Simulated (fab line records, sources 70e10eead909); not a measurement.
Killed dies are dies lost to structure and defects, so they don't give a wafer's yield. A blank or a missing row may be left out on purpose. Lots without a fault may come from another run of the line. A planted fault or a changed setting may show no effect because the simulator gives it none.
fab line records | flow nand_harc | part 1 of 2: steps 1 to 36 of 42
record lots=5 wafers=15 last_day=32
route steps=1302 shown P_STI@108 P_GATE@110
lots that met no fault: from a run of the same line without faults
start_h: hours from the record's first day to the start of the lot's first wafer shown | wait_h: hours since the lot's step before | " the same as in the row above | L1.1+2: a row that stands for several wafers | - no value, or no start given | * or withheld: withheld | < > ~ a bound
route shown NAME@n: a module of which the file shows steps, and the number in the route of the first | usual: mean/standard deviation of fault-free wafers | same: alike in all rows | chamber/n: place in a boat | sites: the reading at each site | _std_site: their standard deviation | _edge_site: outer sites' mean less inner sites' | radius_mm: how far each site lies from the wafer's centre | mask NAME#n: copy n | behind: the tool/chamber that last shaped the wafer | hold: why the lot was held/for how many hours/how that ended | device: the transistor (n, p or np) that didn't switch | end of line: the same wafers' tests at the end of the route | a step without rows: its recipe alone | killed: dies lost to structure and defects at the first sort, not the wafer's yield | map: a wafer's dies, x killed, . not, _ none there
set.NAME: the setting as run; set.NAME@STEP: as run at that earlier step | model.NAME: the simulator's own value behind a step, which no gauge read
lots at some steps of the route; a table a step, a row a wafer
services: from which hour (start_h, from the record's first day; less than 0 if before it) a tool's chamber was out of use, for how many hours, and why
## steps
# step NHARC_P_STI_OXIDE_40
# recipe target_thk_a=100 temp_c=900 ox_time_s=1362 material=SiO2
# usual ox_temp_c=899.9/0.44
# columns lot.wafer tool chamber start_h wait_h ox_temp_c
L077.1 furnace-02 0 102.69 - 899.8
L077.3 " 0 " " 899.4
L077.5 " 0 " " 900.0
L084.1 furnace-05 0 168.22 - 899.6
L084.4 " 0 " " 899.2
L084.5 " 0 " " 899.6
L087.2 furnace-01 0 194.45 - 900.3
L087.5 " 0 " " 899.0
L087.6 " 0 " " 900.4
L092.1 furnace-02 0 258.80 - 900.5
L092.3 " 0 " " 900.8
L092.5 " 0 " " 900.1
L096.3 furnace-05 0 292.33 - 901.1
L096.5 " 0 " " 899.9
L096.6 " 0 " " 899.8
# step NHARC_P_STI_INSPECT_25
# usual raw_defect_count=206/86
# columns lot.wafer tool chamber start_h wait_h raw_defect_count
L077.1 defect_inspect-02 - 106.73 0.4 110
L077.3 " - " " 169
L077.5 " - " " 176
L084.1 defect_inspect-02 - 172.33 0.4 255
L084.4 " - " " 113
L084.5 " - " " 172
L087.2 defect_inspect-01 - 198.56 0.4 303
L087.5 " - " " 250
L087.6 " - " " 230
L092.1 defect_inspect-02 - 262.89 0.4 116
L092.3 " - " " 189
L092.5 " - " " 189
L096.3 defect_inspect-01 - 296.39 0.4 111
L096.5 " - " " 139
L096.6 " - " " 110
# step NHARC_P_GATE_ETCH_69
# recipe target_depth_a=140 chemistry=dHF material=SiO2
# columns lot.wafer tool chamber start_h wait_h
L077.3+1+5 wet_bench-05 1,3,4 106.80 0.1
L084.5+1+4 wet_bench-05 0,2,5 172.39 0.0
L087.2+5+6 wet_bench-07 6,7,3 198.61 0.1
L092.3+1+5 wet_bench-06 1,2,3 262.96 0.1
L096.6+3+5 wet_bench-05 2,3,4 296.49 0.1
# step NHARC_P_GATE_PRECLEAN_70
# recipe time_s=* temp_c=50 bath_age_min=0 chemistry=SC1
# usual bath_heat_duty_pct=6.9/0.8
# columns lot.wafer tool chamber start_h wait_h bath_heat_duty_pct
L077.3 wet_bench-05 1 106.88 0.1 7.8
L077.1 " 3 " " 7.7
L077.5 " 4 " " 6.2
L084.5 wet_bench-05 0 172.48 0.1 7.2
L084.1 " 2 " " 7.5
L084.4 " 5 " " 6.8
L087.2 wet_bench-07 6 198.70 0.1 8.0
L087.5 " 7 " " 6.8
L087.6 " 3 " " 5.8
L092.3 wet_bench-06 1 263.04 0.1 7.1
L092.1 " 2 " " 7.6
L092.5 " 3 " " 6.7
L096.6 wet_bench-05 2 296.55 0.0 7.8
L096.3 " 3 " " 7.7
L096.5 " 4 " " 5.0
# step NHARC_P_GATE_SRD_01
# columns lot.wafer tool chamber start_h wait_h
L077.3+1+5 wet_bench-05 1,3,4 - -
L084.5+1+4 wet_bench-05 0,2,5 - -
L087.2+5+6 wet_bench-07 6,7,3 - -
L092.3+1+5 wet_bench-06 1,2,3 - -
L096.6+3+5 wet_bench-05 2,3,4 - -
# step NHARC_P_GATE_OXIDE_02
# recipe target_thk_a=375 temp_c=950 p_h2o_torr=720 ox_time_s=365 material=SiO2
# usual ox_temp_c=950.0/0.37
# columns lot.wafer tool chamber start_h wait_h ox_temp_c
L077.1 furnace-07 0 110.09 - 949.7
L077.3 " 0 " " 949.7
L077.5 " 0 " " 950.1
L084.1 furnace-04 0 175.82 - 950.0
L084.4 " 0 " " 949.4
L084.5 " 0 " " 949.5
L087.2 furnace-04 0 202.05 - 950.0
L087.5 " 0 " " 950.5
L087.6 " 0 " " 950.1
L092.1 furnace-04 0 266.38 - 950.1
L092.3 " 0 " " 949.5
L092.5 " 0 " " 950.3
L096.3 furnace-07 0 299.75 - 950.2
L096.5 " 0 " " 950.3
L096.6 " 0 " " 949.8
# step NHARC_P_GATE_DEHYDRATE_03
# recipe temp_c=150 time_s=120
# columns lot.wafer tool chamber start_h wait_h
L077.1+3+5 litho_track-02 0 114.64 0.4
L084.1+4+5 litho_track-03 0 180.39 0.4
L087.2+5+6 litho_track-03 0 206.61 0.4
L092.1+3+5 litho_track-07 0 270.96 0.4
L096.3+5+6 litho_track-07 0 304.33 0.4
# step NHARC_P_GATE_HMDS_04
# recipe time_s=30
# columns lot.wafer tool chamber start_h wait_h
L077.1+3+5 litho_track-02 0 - -
L084.1+4+5 litho_track-03 0 - -
L087.2+5+6 litho_track-03 0 - -
L092.1+3+5 litho_track-07 0 - -
L096.3+5+6 litho_track-07 0 - -
# step NHARC_P_GATE_COAT_05
# recipe spin_rpm=4690
# columns lot.wafer tool chamber start_h wait_h
L077.1+3+5 litho_track-02 0 - -
L084.1+4+5 litho_track-03 0 - -
L087.2+5+6 litho_track-03 0 - -
L092.1+3+5 litho_track-07 0 - -
L096.3+5+6 litho_track-07 0 - -
# step NHARC_P_GATE_SOFTBAKE_06
# recipe temp_c=122 time_s=95
# columns lot.wafer tool chamber start_h wait_h
L077.1+3+5 litho_track-02 0 - -
L084.1+4+5 litho_track-03 0 - -
L087.2+5+6 litho_track-03 0 - -
L092.1+3+5 litho_track-07 0 - -
L096.3+5+6 litho_track-07 0 - -
# step NHARC_P_GATE_EBR_07
# columns lot.wafer tool chamber start_h wait_h
L077.1+3+5 litho_track-02 0 - -
L084.1+4+5 litho_track-03 0 - -
L087.2+5+6 litho_track-03 0 - -
L092.1+3+5 litho_track-07 0 - -
L096.3+5+6 litho_track-07 0 - -
# step NHARC_P_GATE_EXPOSE_08
# recipe na=0.6 dose_mj=16.75 mask_id=P_HV
# same na=0.6
# columns lot.wafer tool chamber start_h wait_h mask
L077.1+3+5 krf_scanner-03 0 114.91 - P_HV#0
L084.1+4+5 krf_scanner-02 0 180.82 - P_HV#0
L087.2+5+6 krf_scanner-04 0 206.76 - P_HV#0
L092.1+3+5 krf_scanner-04 0 271.22 - P_HV#0
L096.3+5+6 krf_scanner-03 0 304.77 - P_HV#0
# step NHARC_P_GATE_PEB_09
# recipe peb_temp_c=118 peb_time_s=85
# columns lot.wafer tool chamber start_h wait_h
L077.1+3+5 litho_track-02 0 114.97 0.1
L084.1+4+5 litho_track-02 0 180.88 0.1
L087.2+5+6 litho_track-02 0 206.82 0.1
L092.1+3+5 litho_track-07 0 271.29 0.1
L096.3+5+6 litho_track-03 0 304.82 0.1
# step NHARC_P_GATE_DEVELOP_10
# recipe time_s=70
# columns lot.wafer tool chamber start_h wait_h
L077.1+3+5 litho_track-02 0 - -
L084.1+4+5 litho_track-02 0 - -
L087.2+5+6 litho_track-02 0 - -
L092.1+3+5 litho_track-07 0 - -
L096.3+5+6 litho_track-03 0 - -
# step NHARC_P_GATE_CD_MEAS_11
# recipe target_cd_nm=1640 landing_energy_ev=500
# usual cd_nm=1640.3/2.2
# columns lot.wafer tool chamber start_h wait_h cd_nm
L077.1 cd_sem-03 0 115.07 - 1638.3
L077.3 " 0 " " 1640.6
L077.5 " 0 " " 1638.8
L084.1 cd_sem-03 0 180.97 - 1638.0
L084.4 " 0 " " 1638.5
L084.5 " 0 " " 1639.8
L087.2 cd_sem-03 0 206.91 - 1640.0
L087.5 " 0 " " 1640.7
L087.6 " 0 " " 1638.6
L092.1 cd_sem-03 0 271.38 - 1640.5
L092.3 " 0 " " 1641.4
L092.5 " 0 " " 1641.7
L096.3 cd_sem-01 0 304.92 - 1643.0
L096.5 " 0 " " 1639.3
L096.6 " 0 " " 1643.8
# step NHARC_P_GATE_HARDBAKE_12
# recipe temp_c=125 time_s=80
# columns lot.wafer tool chamber start_h wait_h
L077.1+3+5 litho_track-02 0 115.14 -
L084.1+4+5 litho_track-03 0 181.05 -
L087.2+5+6 litho_track-03 0 207.00 -
L092.1+3+5 litho_track-02 0 271.46 -
L096.3+5+6 litho_track-07 0 305.00 -
# step NHARC_P_GATE_DESCUM_13
# recipe time_s=3 o2_flow_sccm=200 ar_flow_sccm=0 bias_power_w=0 chemistry=O2
# usual drypump_motor_current_A=5.8/0.49 oes_product_au=1.005/0.015 rf_vpp_V=58.0/0.88 showerhead_plenum_p_Torr=1.93/0.093 throttle_valve_pct=11.310/0.0098
# columns lot.wafer tool chamber start_h wait_h drypump_motor_current_A oes_product_au rf_hours_counter_h rf_vpp_V showerhead_plenum_p_Torr throttle_valve_pct
L077.1 rie_diel-07 3 115.24 - 5.6 0.988 9 57.6 1.87 11.301
L077.3 " 0 " " 6.5 0.997 8 57.7 1.86 11.324
L077.5 " 2 " " 5.7 1.008 - 57.9 1.78 11.304
L084.4 rie_diel-01 0 181.15 - 6.2 1.005 10 59.3 2.02 11.304
L084.1 " 1 " " 5.2 1.007 9 59.1 2.05 11.304
L084.5 " 3 " " 5.9 1.028 - 57.8 1.80 11.305
L087.2 rie_diel-07 0 207.10 - 6.5 0.979 3 58.6 1.86 11.299
L087.5 " 2 " " 5.7 1.020 - 55.5 1.78 11.303
L087.6 " 3 " " 5.6 0.987 - 58.4 1.87 11.320
L092.1 rie_diel-07 0 271.57 - 6.5 0.977 7 57.7 1.86 11.302
L092.3 " 1 " " 5.0 0.989 6 58.9 2.02 11.298
L092.5 " 3 " " 5.6 0.963 - 57.1 1.87 11.302
L096.3 rie_diel-01 3 305.07 - 5.9 1.006 3 56.7 1.80 11.296
L096.5 " 3 " " 5.9 1.007 - 57.9 1.80 11.308
L096.6 " 0 " " 6.1 1.006 - 58.3 2.02 11.302
# step NHARC_P_GATE_ETCH_14
# recipe target_depth_a=488 chemistry=dHF material=SiO2
# columns lot.wafer tool chamber start_h wait_h
L077.3+5+1 wet_bench-07 5,7,1 115.37 0.1
L084.5+1+4 wet_bench-07 1,4,5 181.28 0.1
L087.5+2+6 wet_bench-06 0,2,4 207.21 0.1
L092.5+1+3 wet_bench-05 4,6,7 271.71 0.1
L096.3+5+6 wet_bench-06 4,6,7 305.22 0.1
# step NHARC_P_GATE_STRIP_15
# recipe time_s=780 temp_c=130 chemistry=SPM
# usual bath_heat_duty_pct=14.5/1.6
# columns lot.wafer tool chamber start_h wait_h bath_heat_duty_pct
L077.3 wet_bench-07 5 115.41 0.0 12.9
L077.5 " 7 " " 12.4
L077.1 " 1 " " 13.7
L084.5 wet_bench-07 1 181.32 0.0 14.3
L084.1 " 4 " " 13.5
L084.4 " 5 " " 12.6
L087.5 wet_bench-06 0 207.25 0.0 11.3
L087.2 " 2 " " 16.0
L087.6 " 4 " " 15.8
L092.5 wet_bench-05 4 271.80 0.1 12.6
L092.1 " 6 " " 13.9
L092.3 " 7 " " 14.6
L096.3 wet_bench-06 4 305.26 0.0 15.5
L096.5 " 6 " " 15.0
L096.6 " 7 " " 16.3
# step NHARC_P_GATE_PRECLEAN_71
# recipe time_s=* temp_c=50 bath_age_min=0 chemistry=SC1
# usual bath_heat_duty_pct=7.0/0.99
# columns lot.wafer tool chamber start_h wait_h bath_heat_duty_pct
L077.3 wet_bench-07 5 - - 5.2
L077.5 " 7 " " 6.5
L077.1 " 1 " " 6.8
L084.5 wet_bench-07 1 - - 6.6
L084.1 " 4 " " 8.3
L084.4 " 5 " " 6.8
L087.5 wet_bench-06 0 - - 5.0
L087.2 " 2 " " 8.2
L087.6 " 4 " " 7.0
L092.5 wet_bench-05 4 - - 6.2
L092.1 " 6 " " 6.4
L092.3 " 7 " " 6.5
L096.3 wet_bench-06 4 - - 7.7
L096.5 " 6 " " 8.2
L096.6 " 7 " " 8.0
# step NHARC_P_GATE_SRD_72
# columns lot.wafer tool chamber start_h wait_h
L077.3+5+1 wet_bench-07 5,7,1 - -
L084.5+1+4 wet_bench-07 1,4,5 - -
L087.5+2+6 wet_bench-06 0,2,4 - -
L092.5+1+3 wet_bench-05 4,6,7 - -
L096.3+5+6 wet_bench-06 4,6,7 - -
# step NHARC_P_GATE_OXIDE_16
# recipe target_thk_a=30 temp_c=875 ox_time_s=392 material=SiO2
# usual ox_temp_c=875.0/0.4
# columns lot.wafer tool chamber start_h wait_h ox_temp_c
L077.1 furnace-04 0 120.41 - 874.8
L077.3 " 0 " " 875.4
L077.5 " 0 " " 874.9
L084.1 furnace-04 0 184.72 - 874.6
L084.4 " 0 " " 874.5
L084.5 " 0 " " 874.5
L087.2 furnace-04 0 210.81 - 874.9
L087.5 " 0 " " 874.8
L087.6 " 0 " " 874.9
L092.1 furnace-07 0 275.26 - 875.2
L092.3 " 0 " " 875.1
L092.5 " 0 " " 875.2
L096.3 furnace-04 0 308.65 - 875.2
L096.5 " 0 " " 874.8
L096.6 " 0 " " 873.9
# step NHARC_P_GATE_CVD_17
# recipe target_thk_a=1500 temp_c=620 time_s=900 material=poly-Si
# columns lot.wafer tool chamber start_h wait_h
L077.1+3+5 lpcvd_poly-02 0 126.45 2.5
L084.1+4+5 lpcvd_poly-01 0 190.95 2.7
L087.2+5+6 lpcvd_poly-01 0 217.06 2.7
L092.1+3+5 lpcvd_poly-03 0 281.41 2.6
L096.3+5+6 lpcvd_poly-01 0 314.86 2.7
# step NHARC_P_GATE_HM_DEP_102
# recipe target_thk_a=1200 temp_c=400 material=aC
# usual throttle_valve_pct=35.000/0.0089
# columns lot.wafer tool chamber start_h wait_h throttle_valve_pct
L077.1 acl_dep-02 0 131.29 2.6 35.005
L077.3 " 0 " " 35.007
L077.5 " 0 " " 35.013
L084.1 acl_dep-02 0 194.20 1.0 35.004
L084.4 " 0 " " 35.003
L084.5 " 0 " " 35.008
L087.2 acl_dep-01 0 220.85 1.6 34.996
L087.5 " 0 " " 34.997
L087.6 " 0 " " 34.999
L092.1 acl_dep-02 0 285.07 1.4 35.016
L092.3 " 0 " " 34.997
L092.5 " 0 " " 34.990
L096.3 acl_dep-02 0 317.67 0.6 35.004
L096.5 " 0 " " 35.015
L096.6 " 0 " " 34.994
# step NHARC_P_GATE_DEP_103
# recipe target_thk_a=300 target_thk_nm=30 temp_c=400 flow_sccm=200 rf_w=350 material=SiON
# usual heater_power_w=777/97
# columns lot.wafer tool chamber start_h wait_h heater_power_w
L077.1 pecvd-04 0 131.98 0.6 684
L077.3 " 1 " " 599
L077.5 " 1 " " 584
L084.1 pecvd-01 0 195.48 1.2 773
L084.4 " 0 " " 754
L084.5 " 1 " " 898
L087.2 pecvd-01 1 221.40 0.4 891
L087.5 " 1 " " 880
L087.6 " 2 " " 830
L092.3 pecvd-01 2 285.80 0.4 744
L092.1 " 0 " " 728
L092.5 " 0 " " 725
L096.3 pecvd-04 0 318.18 0.4 751
L096.6 " 1 " " 706
L096.5 " 0 " " 766
# step NHARC_P_GATE_DEHYDRATE_18
# recipe temp_c=150 time_s=120
# columns lot.wafer tool chamber start_h wait_h
L077.1+3+5 litho_track-01 0 132.23 0.2
L084.1+4+5 litho_track-01 0 195.72 0.2
L087.2+5+6 litho_track-06 0 221.68 0.2
L092.1+3+5 litho_track-01 0 286.04 0.2
L096.3+5+6 litho_track-06 0 318.42 0.2
# step NHARC_P_GATE_HMDS_19
# recipe time_s=30
# columns lot.wafer tool chamber start_h wait_h
L077.1+3+5 litho_track-01 0 - -
L084.1+4+5 litho_track-01 0 - -
L087.2+5+6 litho_track-06 0 - -
L092.1+3+5 litho_track-01 0 - -
L096.3+5+6 litho_track-06 0 - -
# step NHARC_P_GATE_COAT_20
# recipe spin_rpm=1500 resist_thk_nm=90
# columns lot.wafer tool chamber start_h wait_h
L077.1+3+5 litho_track-01 0 - -
L084.1+4+5 litho_track-01 0 - -
L087.2+5+6 litho_track-06 0 - -
L092.1+3+5 litho_track-01 0 - -
L096.3+5+6 litho_track-06 0 - -
# step NHARC_P_GATE_SOFTBAKE_21
# recipe temp_c=105 time_s=55
# columns lot.wafer tool chamber start_h wait_h
L077.1+3+5 litho_track-01 0 - -
L084.1+4+5 litho_track-01 0 - -
L087.2+5+6 litho_track-06 0 - -
L092.1+3+5 litho_track-01 0 - -
L096.3+5+6 litho_track-06 0 - -
# step NHARC_P_GATE_EBR_22
# columns lot.wafer tool chamber start_h wait_h
L077.1+3+5 litho_track-01 0 - -
L084.1+4+5 litho_track-01 0 - -
L087.2+5+6 litho_track-06 0 - -
L092.1+3+5 litho_track-01 0 - -
L096.3+5+6 litho_track-06 0 - -
# step NHARC_P_GATE_EXPOSE_23
# recipe na=1.35 target_cd_nm=120 dose_mj=93.91 mask_id=P_GATE
# same na=1.35
# columns lot.wafer tool chamber start_h wait_h mask
L077.1+3+5 arfi_scanner-02 0 132.37 - P_GATE#0
L084.1+4+5 arfi_scanner-02 0 195.99 - P_GATE#0
L087.2+5+6 arfi_scanner-02 0 221.95 - P_GATE#0
L092.1+3+5 arfi_scanner-01 0 286.31 - P_GATE#0
L096.3+5+6 arfi_scanner-03 0 318.70 - P_GATE#0
# step NHARC_P_GATE_PEB_24
# recipe peb_temp_c=100 peb_time_s=65
# columns lot.wafer tool chamber start_h wait_h
L077.1+3+5 litho_track-06 0 132.43 0.1
L084.1+4+5 litho_track-01 0 196.05 0.1
L087.2+5+6 litho_track-06 0 222.01 0.1
L092.1+3+5 litho_track-04 0 286.37 0.1
L096.3+5+6 litho_track-01 0 318.75 0.0
# step NHARC_P_GATE_DEVELOP_25
# recipe develop_time_s=35 dev_temp_c=23
# columns lot.wafer tool chamber start_h wait_h
L077.1+3+5 litho_track-06 0 - -
L084.1+4+5 litho_track-01 0 - -
L087.2+5+6 litho_track-06 0 - -
L092.1+3+5 litho_track-04 0 - -
L096.3+5+6 litho_track-01 0 - -
# step NHARC_P_GATE_CD_MEAS_26
# recipe target_cd_nm=120 landing_energy_ev=500
# usual cd_nm=120.9/0.86
# columns lot.wafer tool chamber start_h wait_h cd_nm
L077.1 cd_sem-03 0 132.51 - 119.5
L077.3 " 0 " " 121.3
L077.5 " 0 " " 121.0
L084.1 cd_sem-01 0 196.13 - 121.5
L084.4 " 0 " " 122.0
L084.5 " 0 " " 121.7
L087.2 cd_sem-03 0 222.09 - 118.8
L087.5 " 0 " " 120.5
L087.6 " 0 " " 120.8
L092.1 cd_sem-03 0 286.45 - 121.6
L092.3 " 0 " " 120.0
L092.5 " 0 " " 120.7
L096.3 cd_sem-03 0 318.83 - 120.9
L096.5 " 0 " " 119.5
L096.6 " 0 " " 121.7
# step NHARC_P_GATE_OVL_MEAS_27
# usual overlay_x_nm=-0.2/1 overlay_y_nm=0.0/0.9
# columns lot.wafer tool chamber start_h wait_h overlay_x_nm overlay_y_nm
L077.1 overlay-01 - 132.60 - 0.0 -0.3
L077.3 " - " " 0.0 -0.5
L077.5 " - " " -0.3 -0.2
L084.1 overlay-02 - 196.22 - -1.6 0.4
L084.4 " - " " -1.6 0.7
L084.5 " - " " -2.0 1.0
L087.2 overlay-02 - 222.18 - 0.8 0.4
L087.5 " - " " 0.6 0.2
L087.6 " - " " 0.9 0.4
L092.1 overlay-02 - 286.54 - -1.4 1.0
L092.3 " - " " -1.5 1.1
L092.5 " - " " -1.5 1.3
L096.3 overlay-02 - 318.92 - -0.6 0.0
L096.5 " - " " -1.3 -0.5
L096.6 " - " " -0.7 -0.3
# step NHARC_P_GATE_INSPECT_28
# usual raw_defect_count=5.9/3
# columns lot.wafer tool chamber start_h wait_h raw_defect_count
L077.1 defect_inspect-01 - 132.63 0.0 7
L077.3 " - " " 15
L077.5 " - " " 9
L084.1 defect_inspect-02 - 196.26 0.0 4
L084.4 " - " " 2
L084.5 " - " " 5
L087.2 defect_inspect-02 - 222.21 0.0 6
L087.5 " - " " 8
L087.6 " - " " 5
L092.1 defect_inspect-02 - 286.57 0.0 2
L092.3 " - " " 4
L092.5 " - " " 7
L096.3 defect_inspect-01 - 318.95 0.0 9
L096.5 " - " " 8
L096.6 " - " " 4
